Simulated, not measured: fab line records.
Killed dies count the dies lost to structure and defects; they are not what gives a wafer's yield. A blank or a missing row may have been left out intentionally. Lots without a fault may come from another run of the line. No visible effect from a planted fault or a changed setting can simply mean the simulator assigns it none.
fab line records ; flow n5_finfet ; part 2 of 2: steps 4 to 6 of 6
record: lots: 24; wafers: 72; last_day: 19
route steps=1938 shown GATE_CUT@496 MOL_CONTACT_COAG@532
lots with no fault: from the same line, run without faults
start_h: hours from the record's first day to the start of the lot's first wafer shown ; wait_h: time in hours since the lot's previous step ; " unchanged from the row above ; L1.1+2: one row covering several wafers at once ; - no value present, or no start provided ; * or withheld: withheld ; < > ~ a bound
route shown NAME@n: names a module that has steps shown in the file, with the first one's number in the route ; usual: mean/standard deviation taken from wafers without a fault ; same: alike in all rows ; chamber/n: place in a boat ; sites: each site's reading ; _std_site: standard deviation of those values ; _edge_site: mean of outer sites minus mean of inner sites ; radius_mm: for every site, how far away it sits from the centre of the wafer ; mask NAME#n: copy n ; behind: tool/chamber where the wafer was last shaped ; hold: why the lot was held/for how many hours/how that ended ; device: the transistor (n, p or np) that didn't switch ; end of line: the route-end tests of the same wafers ; a step with no rows: only its recipe ; killed: at the first sort, the dies lost to defects and structure; wafer yield is something else ; map: a wafer's dies, x killed, . not, _ none there
set.NAME: the setting the step ran with; set.NAME@STEP: the setting that earlier step ran with ; model.NAME: the simulator's own value behind a step, which no gauge read
steps of the route over a sample of lots; a table a step, a row a wafer
services: a tool's chamber out of use, with start hour (start_h, from the record's first day; less than 0 if before it), hours out, and reason
== steps ==
step: N5_MOL_CONTACT_COAG_ETCHBACK_135
recipe: chemistry: CHF3; target: SiO2; target_depth_a: 250; time_s: 16.7; ion_energy_ev: 200; pressure_mtorr: 30; source_w: 610; bias_w: 170; Ar_flow_sccm: 200; CHF3_flow_sccm: 50
usual: drypump_motor_current_A: 5.8/0.39; oes_product_au: 0.83/0.095; rf_vpp_V: 532/9.3; showerhead_plenum_p_Torr: 2.38/0.11; throttle_valve_pct: 18.71/0.21
lot.wafer;tool;chamber;start_h;wait_h;drypump_motor_current_A;oes_product_au;rf_hours_counter_h;rf_vpp_V;showerhead_plenum_p_Torr;throttle_valve_pct
L074.1;rie_diel-03;1;96.96;0.0;5.4;0.94;19;541;2.53;18.71
L074.3;rie_diel-03;2;96.96;0.0;5.6;0.70;200;531;2.27;18.97
L074.5;rie_diel-03;2;96.96;0.0;5.6;0.70;-;530;2.27;18.96
L075.1;rie_diel-03;3;109.10;0.0;6.5;0.73;160;542;2.36;18.47
L075.3;rie_diel-03;2;109.10;0.0;5.6;0.69;204;532;2.27;18.97
L075.6;rie_diel-03;1;109.10;0.0;5.5;0.93;-;541;2.53;18.69
L076.2;rie_diel-03;2;112.12;0.0;5.6;0.70;205;532;2.27;18.97
L076.3;rie_diel-03;1;112.12;0.0;5.5;0.93;23;541;2.53;18.71
L076.5;rie_diel-03;3;112.12;0.0;6.4;0.74;-;543;2.36;18.46
L077.2;rie_diel-01;3;115.94;0.0;6.5;0.96;6;539;2.56;18.97
L077.4;rie_diel-01;1;115.94;0.0;5.8;0.94;-;520;2.34;18.50
L077.6;rie_diel-01;3;115.94;0.0;6.5;0.96;-;538;2.56;18.96
L078.1;rie_diel-03;3;125.78;0.0;6.4;0.73;165;541;2.36;18.48
L078.4;rie_diel-03;2;125.78;0.0;5.7;0.69;210;531;2.27;18.97
L078.6;rie_diel-03;2;125.78;0.0;5.6;0.69;-;532;2.27;18.95
L079.1;rie_diel-03;1;129.82;0.0;5.5;0.91;29;541;2.53;18.72
L079.2;rie_diel-03;0;129.82;0.0;5.6;0.69;247;527;2.24;18.63
L079.4;rie_diel-03;3;129.82;0.0;6.5;0.73;166;543;2.36;18.49
L080.1;rie_diel-03;1;136.04;0.0;5.5;0.91;31;542;2.53;18.73
L080.3;rie_diel-03;2;136.04;0.0;5.7;0.69;214;530;2.27;18.98
L080.4;rie_diel-03;0;136.04;0.0;5.6;0.69;249;529;2.24;18.63
L081.2;rie_diel-03;2;138.53;0.0;5.7;0.69;215;531;2.27;18.98
L081.4;rie_diel-03;3;138.53;0.0;6.4;0.74;-;542;2.36;18.48
L081.6;rie_diel-03;2;138.53;0.0;5.7;0.70;-;531;2.27;18.99
L082.1;rie_diel-01;2;148.37;0.0;5.1;0.97;3;543;2.33;18.33
L082.4;rie_diel-01;1;148.37;0.0;5.8;0.91;46;520;2.33;18.55
L082.6;rie_diel-01;3;148.37;0.0;6.5;0.92;-;539;2.55;18.99
L083.1;rie_diel-05;0;155.11;0.0;5.5;0.79;109;514;2.20;18.98
L083.2;rie_diel-05;2;155.11;0.0;5.6;0.87;45;535;2.50;18.50
L083.5;rie_diel-05;3;155.11;0.0;5.5;0.70;-;535;2.45;19.01
L084.2;rie_diel-03;1;158.92;0.0;5.4;0.89;42;541;2.52;18.73
L084.4;rie_diel-03;2;158.92;0.0;5.6;0.68;-;531;2.26;18.99
L084.5;rie_diel-03;1;158.92;0.0;5.4;0.90;-;543;2.52;18.73
L085.2;rie_diel-05;3;169.75;0.0;5.5;0.70;236;535;2.45;19.00
L085.4;rie_diel-05;0;169.75;0.0;5.5;0.79;113;513;2.20;18.99
L085.6;rie_diel-05;1;169.75;0.0;5.6;0.94;-;515;2.35;18.62
L086.2;rie_diel-05;1;173.20;0.0;5.5;0.93;7;516;2.35;18.62
L086.4;rie_diel-05;0;173.20;0.0;5.6;0.79;115;512;2.20;18.98
L086.5;rie_diel-05;2;173.20;0.0;5.6;0.86;-;536;2.49;18.50
L087.3;rie_diel-03;2;178.48;0.0;5.7;0.68;232;531;2.26;19.01
L087.4;rie_diel-03;3;178.48;0.0;6.4;0.73;-;542;2.35;18.51
L087.5;rie_diel-03;2;178.48;0.0;5.7;0.68;-;531;2.26;19.00
L088.1;rie_diel-01;2;181.50;0.0;5.1;0.93;16;543;2.32;18.35
L088.2;rie_diel-01;1;181.50;0.0;5.8;0.88;59;518;2.33;18.55
L088.5;rie_diel-01;1;181.50;0.0;5.9;0.88;-;520;2.33;18.55
L089.1;rie_diel-01;0;186.33;0.0;5.6;0.89;25;529;2.34;18.69
L089.2;rie_diel-01;2;186.33;0.0;5.1;0.93;17;544;2.32;18.36
L089.4;rie_diel-01;3;186.33;0.0;6.5;0.91;33;539;2.55;19.00
L090.1;rie_diel-01;1;194.32;0.0;5.8;0.88;63;519;2.33;18.56
L090.4;rie_diel-01;1;194.32;0.0;5.8;0.88;-;519;2.33;18.56
L090.6;rie_diel-01;0;194.32;0.0;5.6;0.88;-;528;2.33;18.67
L091.1;rie_diel-01;0;198.62;0.0;5.6;0.87;29;528;2.33;18.68
L091.2;rie_diel-01;1;198.62;0.0;5.8;0.89;65;520;2.32;18.56
L091.4;rie_diel-01;0;198.62;0.0;5.6;0.88;-;528;2.33;18.67
L092.2;rie_diel-03;1;207.76;0.0;5.4;0.87;62;541;2.51;18.77
L092.3;rie_diel-03;0;207.76;0.0;5.6;0.95;9;538;2.53;18.33
L092.5;rie_diel-03;0;207.76;0.0;5.6;0.94;-;536;2.53;18.32
L093.2;rie_diel-01;1;210.49;0.0;5.9;0.87;70;520;2.32;18.57
L093.4;rie_diel-01;0;210.49;0.0;5.6;0.86;-;527;2.33;18.69
L093.6;rie_diel-01;3;210.49;0.0;6.4;0.87;-;539;2.54;19.03
L094.3;rie_diel-05;0;224.32;0.0;5.6;0.77;131;514;2.19;19.01
L094.4;rie_diel-05;2;224.32;0.0;5.6;0.82;-;537;2.49;18.53
L094.5;rie_diel-05;0;224.32;0.0;5.6;0.78;-;512;2.19;19.01
L095.1;rie_diel-01;1;224.47;0.0;5.8;0.86;74;518;2.32;18.57
L095.3;rie_diel-01;3;224.47;0.0;6.5;0.87;47;539;2.54;19.03
L095.4;rie_diel-01;2;224.47;0.0;5.1;0.91;22;543;2.32;18.38
L096.1;rie_diel-05;2;237.96;0.0;5.7;0.82;77;535;2.48;18.54
L096.3;rie_diel-05;0;237.96;0.0;5.5;0.77;136;514;2.19;19.01
L096.4;rie_diel-05;1;237.96;0.0;5.6;0.87;34;517;2.34;18.67
L097.1;rie_diel-05;0;240.30;0.0;5.5;0.76;137;513;2.19;19.02
L097.3;rie_diel-05;2;240.30;0.0;5.6;0.82;78;533;2.48;18.54
L097.6;rie_diel-05;3;240.30;0.0;5.5;0.95;-;534;2.44;18.69
step: N5_MOL_CONTACT_COAG_STRIP_119
recipe: chemistry: N2/H2; time_s: 30; power_w: 1000; temp_c: 250; pressure_mtorr: withheld; n2_flow_sccm: 1750; h2_flow_sccm: 3250
usual: drypump_motor_current_A: 6.07/0.11; heater_power_w: 317/30
lot.wafer;tool;chamber;start_h;wait_h;drypump_motor_current_A;heater_power_w;rf_hours_counter_h
L074.1;plasma_asher-02;0;97.18;0.1;6.00;286;92
L074.3;plasma_asher-02;1;97.18;0.1;6.12;342;-
L074.5;plasma_asher-02;1;97.18;0.1;6.14;343;-
L075.1;plasma_asher-02;1;109.32;0.1;6.13;332;94
L075.3;plasma_asher-02;1;109.32;0.1;6.14;354;-
L075.6;plasma_asher-02;1;109.32;0.1;6.15;337;-
L076.2;plasma_asher-02;0;112.34;0.1;6.00;286;95
L076.3;plasma_asher-02;0;112.34;0.1;5.98;287;-
L076.5;plasma_asher-02;1;112.34;0.1;6.14;343;-
L077.2;plasma_asher-02;0;116.16;0.1;5.97;284;96
L077.4;plasma_asher-02;1;116.16;0.1;6.12;336;-
L077.6;plasma_asher-02;1;116.16;0.1;6.12;338;-
L078.1;plasma_asher-02;0;126.00;0.1;6.00;280;98
L078.4;plasma_asher-02;1;126.00;0.1;6.14;351;-
L078.6;plasma_asher-02;0;126.00;0.1;5.97;290;-
L079.1;plasma_asher-02;0;130.04;0.1;5.98;286;99
L079.2;plasma_asher-02;1;130.04;0.1;6.14;346;99
L079.4;plasma_asher-02;0;130.04;0.1;5.98;284;-
L080.1;plasma_asher-02;0;136.26;0.1;6.00;287;101
L080.3;plasma_asher-02;0;136.26;0.1;6.00;287;-
L080.4;plasma_asher-02;1;136.26;0.1;6.15;348;-
L081.2;plasma_asher-02;0;138.75;0.1;6.00;289;102
L081.4;plasma_asher-02;1;138.75;0.1;6.14;341;-
L081.6;plasma_asher-02;0;138.75;0.1;6.03;284;-
L082.1;plasma_asher-02;0;148.59;0.1;5.96;288;106
L082.4;plasma_asher-02;1;148.59;0.1;6.13;339;-
L082.6;plasma_asher-02;0;148.59;0.1;5.98;291;-
L083.1;plasma_asher-01;1;155.33;0.1;5.92;360;52
L083.2;plasma_asher-01;0;155.33;0.1;6.26;294;52
L083.5;plasma_asher-01;0;155.33;0.1;6.23;291;-
L084.2;plasma_asher-01;0;159.39;0.3;6.23;284;54
L084.4;plasma_asher-01;0;159.39;0.3;6.23;289;-
L084.5;plasma_asher-01;1;159.39;0.3;5.95;364;-
L085.2;plasma_asher-01;1;169.97;0.1;5.91;353;57
L085.4;plasma_asher-01;0;169.97;0.1;6.24;288;-
L085.6;plasma_asher-01;1;169.97;0.1;5.90;362;-
L086.2;plasma_asher-02;1;173.48;0.1;6.14;347;108
L086.4;plasma_asher-02;1;173.48;0.1;6.14;329;-
L086.5;plasma_asher-02;0;173.48;0.1;6.00;289;-
L087.3;plasma_asher-01;0;178.72;0.1;6.25;287;-
L087.4;plasma_asher-01;1;178.72;0.1;5.92;366;-
L087.5;plasma_asher-01;1;178.72;0.1;5.90;360;-
L088.1;plasma_asher-02;1;181.72;0.1;6.14;339;110
L088.2;plasma_asher-02;0;181.72;0.1;6.02;289;110
L088.5;plasma_asher-02;0;181.72;0.1;6.02;285;-
L089.1;plasma_asher-01;1;186.55;0.1;5.97;356;60
L089.2;plasma_asher-01;0;186.55;0.1;6.24;290;60
L089.4;plasma_asher-01;0;186.55;0.1;6.23;293;-
L090.1;plasma_asher-02;0;194.54;0.1;6.01;286;112
L090.4;plasma_asher-02;1;194.54;0.1;6.14;334;-
L090.6;plasma_asher-02;0;194.54;0.1;5.99;296;-
L091.1;plasma_asher-02;0;198.84;0.1;6.00;288;113
L091.2;plasma_asher-02;1;198.84;0.1;6.13;343;113
L091.4;plasma_asher-02;1;198.84;0.1;6.14;343;-
L092.2;plasma_asher-02;0;207.99;0.1;6.04;292;113
L092.3;plasma_asher-02;1;207.99;0.1;6.14;351;-
L092.5;plasma_asher-02;1;207.99;0.1;6.14;343;-
L093.2;plasma_asher-02;0;210.72;0.1;6.06;286;114
L093.4;plasma_asher-02;1;210.72;0.1;6.13;341;-
L093.6;plasma_asher-02;1;210.72;0.1;6.13;346;-
L094.3;plasma_asher-02;1;224.56;0.1;6.14;333;-
L094.4;plasma_asher-02;0;224.56;0.1;6.02;285;-
L094.5;plasma_asher-02;1;224.56;0.1;6.14;339;-
L095.1;plasma_asher-02;1;224.69;0.1;6.14;348;117
L095.3;plasma_asher-02;1;224.69;0.1;6.14;335;-
L095.4;plasma_asher-02;0;224.69;0.1;6.01;296;-
L096.1;plasma_asher-01;1;238.18;0.1;5.93;349;69
L096.3;plasma_asher-01;1;238.18;0.1;5.93;355;-
L096.4;plasma_asher-01;0;238.18;0.1;6.24;282;-
L097.1;plasma_asher-01;0;240.52;0.1;6.26;287;70
L097.3;plasma_asher-01;1;240.52;0.1;5.91;358;-
L097.6;plasma_asher-01;1;240.52;0.1;5.91;358;-
step: N5_MOL_CONTACT_COAG_CD_MEAS_40
recipe: target_cd_nm: 25.1; landing_energy_ev: 500; detector: se_inlens; polarity: opening
usual: cd_nm: 25.04/0.24
lot.wafer;tool;chamber;start_h;wait_h;cd_nm
L074.1;cd_sem-03;0;97.65;-;25.04
L074.3;cd_sem-03;0;97.65;-;24.89
L074.5;cd_sem-03;0;97.65;-;25.23
L075.1;cd_sem-01;0;109.79;-;24.72
L075.3;cd_sem-01;0;109.79;-;25.14
L075.6;cd_sem-01;0;109.79;-;25.14
L076.2;cd_sem-01;0;112.93;-;25.33
L076.3;cd_sem-01;0;112.93;-;25.00
L076.5;cd_sem-01;0;112.93;-;25.26
L077.2;cd_sem-03;0;116.63;-;25.26
L077.4;cd_sem-03;0;116.63;-;25.13
L077.6;cd_sem-03;0;116.63;-;25.39
L078.1;cd_sem-02;0;126.47;-;25.23
L078.4;cd_sem-02;0;126.47;-;25.21
L078.6;cd_sem-02;0;126.47;-;25.03
L079.1;cd_sem-01;0;130.50;-;24.82
L079.2;cd_sem-01;0;130.50;-;25.13
L079.4;cd_sem-01;0;130.50;-;25.16
L080.1;cd_sem-03;0;136.72;-;25.45
L080.3;cd_sem-03;0;136.72;-;25.18
L080.4;cd_sem-03;0;136.72;-;25.27
L081.2;cd_sem-01;0;139.25;-;24.96
L081.4;cd_sem-01;0;139.25;-;24.82
L081.6;cd_sem-01;0;139.25;-;24.95
L082.1;cd_sem-03;0;149.05;-;25.15
L082.4;cd_sem-03;0;149.05;-;24.86
L082.6;cd_sem-03;0;149.05;-;24.69
L083.1;cd_sem-03;0;155.80;-;25.00
L083.2;cd_sem-03;0;155.80;-;25.31
L083.5;cd_sem-03;0;155.80;-;25.03
L084.2;cd_sem-02;0;159.99;-;24.56
L084.4;cd_sem-02;0;159.99;-;25.06
L084.5;cd_sem-02;0;159.99;-;24.89
L085.2;cd_sem-02;0;170.44;-;25.67
L085.4;cd_sem-02;0;170.44;-;25.40
L085.6;cd_sem-02;0;170.44;-;24.70
L086.2;cd_sem-01;0;173.94;-;24.67
L086.4;cd_sem-01;0;173.94;-;24.98
L086.5;cd_sem-01;0;173.94;-;24.87
L087.3;cd_sem-01;0;179.17;-;24.88
L087.4;cd_sem-01;0;179.17;-;24.70
L087.5;cd_sem-01;0;179.17;-;25.14
L088.1;cd_sem-01;0;182.18;-;24.86
L088.2;cd_sem-01;0;182.18;-;24.84
L088.5;cd_sem-01;0;182.18;-;24.99
L089.1;cd_sem-01;0;187.14;-;24.87
L089.2;cd_sem-01;0;187.14;-;25.24
L089.4;cd_sem-01;0;187.14;-;24.91
L090.1;cd_sem-01;0;196.04;-;25.16
L090.4;cd_sem-01;0;196.04;-;24.75
L090.6;cd_sem-01;0;196.04;-;24.61
L091.1;cd_sem-02;0;199.43;-;25.48
L091.2;cd_sem-02;0;199.43;-;24.85
L091.4;cd_sem-02;0;199.43;-;25.09
L092.2;cd_sem-01;0;208.46;-;24.89
L092.3;cd_sem-01;0;208.46;-;24.86
L092.5;cd_sem-01;0;208.46;-;24.95
L093.2;cd_sem-03;0;211.18;-;24.82
L093.4;cd_sem-03;0;211.18;-;25.52
L093.6;cd_sem-03;0;211.18;-;25.23
L094.3;cd_sem-02;0;225.13;-;25.20
L094.4;cd_sem-02;0;225.13;-;25.31
L094.5;cd_sem-02;0;225.13;-;25.00
L095.1;cd_sem-03;0;225.19;-;25.11
L095.3;cd_sem-03;0;225.19;-;24.73
L095.4;cd_sem-03;0;225.19;-;25.40
L096.1;cd_sem-02;0;238.65;-;24.92
L096.3;cd_sem-02;0;238.65;-;24.71
L096.4;cd_sem-02;0;238.65;-;25.46
L097.1;cd_sem-02;0;240.99;-;24.90
L097.3;cd_sem-02;0;240.99;-;25.00
L097.6;cd_sem-02;0;240.99;-;25.27
== services ==
tool;chamber;start_h;hours;kind
rie_diel-01;2;61.20;4.2;repair
rie_diel-04;3;65.13;6.8;repair
rie_diel-01;3;80.59;-;clean
rie_diel-01;3;80.59;-;consumable_replace:focus_ring
rie_diel-01;3;80.59;-;consumable_replace:showerhead
plasma_asher-01;-;85.42;2.8;pm
plasma_asher-01;-;95.43;3.5;repair
pvd_sputter-01;-;116.46;0.7;repair
rie_diel-02;3;119.82;11.3;repair
plasma_asher-01;-;128.60;21.9;repair
rie_diel-02;-;136.73;2.7;repair
plasma_asher-02;-;150.53;14.6;pm
rie_diel-04;-;153.50;0.6;repair
rie_diel-06;1;160.12;7.3;repair
rie_diel-03;2;165.53;5.8;repair
plasma_asher-02;-;169.99;1.7;repair
rie_diel-02;2;188.45;8.4;repair
rie_diel-05;0;191.10;10.4;repair
rie_diel-01;2;193.46;18.9;repair
rie_diel-06;1;198.28;9.6;repair
rie_diel-03;2;206.92;7.6;repair
rie_diel-04;-;216.50;0.6;repair
rie_diel-02;1;227.08;8.1;repair
rie_diel-04;1;232.09;5.6;repair
